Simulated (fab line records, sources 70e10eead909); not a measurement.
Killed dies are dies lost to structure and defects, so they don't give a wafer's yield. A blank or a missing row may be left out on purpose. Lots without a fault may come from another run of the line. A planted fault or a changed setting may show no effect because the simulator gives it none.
A struck lot beside a sound one | flow nand_harc | 14 steps out of a route of 1159
Sound: wafers L907.1, L907.2, L907.6. Struck: wafers L911.1, L911.4, L911.5. The cause comes at the end.
At each step with rows: each side's tool, then ch and its chambers, then its first start. Under that, the readings that differ: sound wafers | struck wafers | difference of the means | sigmas: that difference in standard deviations of wafers without a fault.
alike: readings whose means differ by less than 2 such deviations, and words and numbers that are the same on both sides. not compared: withheld readings, readings that some wafer has no value for, bounds like >300 that may hide the same value, and numbers for which the record gives no deviation and whose values overlap.
The two part at a step that has a row with sigmas, a row that says differs or no value, or rows on one side only. Numbers that don't overlap but have no deviation are shown without sigmas and don't part them. A reading that every wafer of one side lacks parts them only if that side has two wafers or more.

NHARC_A_ZERO_WELL_INSPECT_17:
  sound on defect_inspect-02, day 7 06:55; struck on defect_inspect-01, day 7 20:26
  alike: raw_defect_count
then, 3 steps without rows for these wafers: NHARC_A_SOURCE_PLATE_PRECLEAN_00 (cleans in HF-LAST, time 60 s); NHARC_A_SOURCE_PLATE_SRD_01; NHARC_A_SOURCE_PLATE_OXIDE_02 (material SiO2, target thk 10 nm, ox time 1362 s).
NHARC_A_SOURCE_PLATE_THK_MEAS_09: measures by ellipsometry.
  sound on film_metro-01, day 7 13:59; struck on film_metro-02, day 8 04:05
  alike: thk_nm
then, 3 steps without rows for these wafers: NHARC_A_SOURCE_PLATE_PVD_04 (deposits WSi2, target thk 50 nm); NHARC_A_SOURCE_PLATE_CVD_03 (deposits poly-Si, target thk 200 nm, time 4000 s); NHARC_A_SOURCE_PLATE_ANNEAL_05 (time 1800 s).
NHARC_A_SOURCE_PLATE_THK_MEAS_06: measures by ellipsometry.
  sound on film_metro-01, day 8 03:41; struck on film_metro-01, day 8 18:47
  alike: thk_nm
NHARC_A_SOURCE_PLATE_INSPECT_08:
  sound on defect_inspect-01, day 8 03:47; struck on defect_inspect-01, day 8 18:53
  alike: raw_defect_count
NHARC_A_ONON_D1_DEP_00: target thk 1000 nm.
  sound on pecvd_onon-02 ch 0, day 8 03:51; struck on pecvd_onon-02 ch 0, day 8 18:57
  reading             | sound          | struck         | difference | sigmas
  n2_flow_sccm (sccm) | 2758 2753 2762 | 2740 2743 2743 | -16        | -2
NHARC_A_ONON_D1_THK_MEAS_02: measures by ellipsometry.
  sound on film_metro-01, day 8 04:21; struck on film_metro-01, day 8 19:27
  reading     | sound       | struck      | difference | sigmas
  thk_nm (nm) | 995 997 995 | 550 550 552 | -445       | -44
then, 1 step without rows for these wafers: NHARC_A_ONON_D1_DEP_03 (target thk 1000 nm).
-- the record jumps here: 11 days lie between the struck wafers' starts before and after (it left off in module A_ONON_D1 and takes up again in module END, whose first step shown is number 1159 of the route) --
NHARC_END_SORT_01:
  the record has rows for the struck wafers here (prober-02 ch 0, day 20 01:40) and none for the sound ones

WHERE THEY PART
First at NHARC_A_ONON_D1_DEP_00; last, within this record, at NHARC_END_SORT_01.

WHY: what the simulator had put in
Process parameter drift: pecvd_onon-02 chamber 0, from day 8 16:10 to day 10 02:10, at NHARC_A_ONON_D1_DEP_00. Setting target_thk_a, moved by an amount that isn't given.
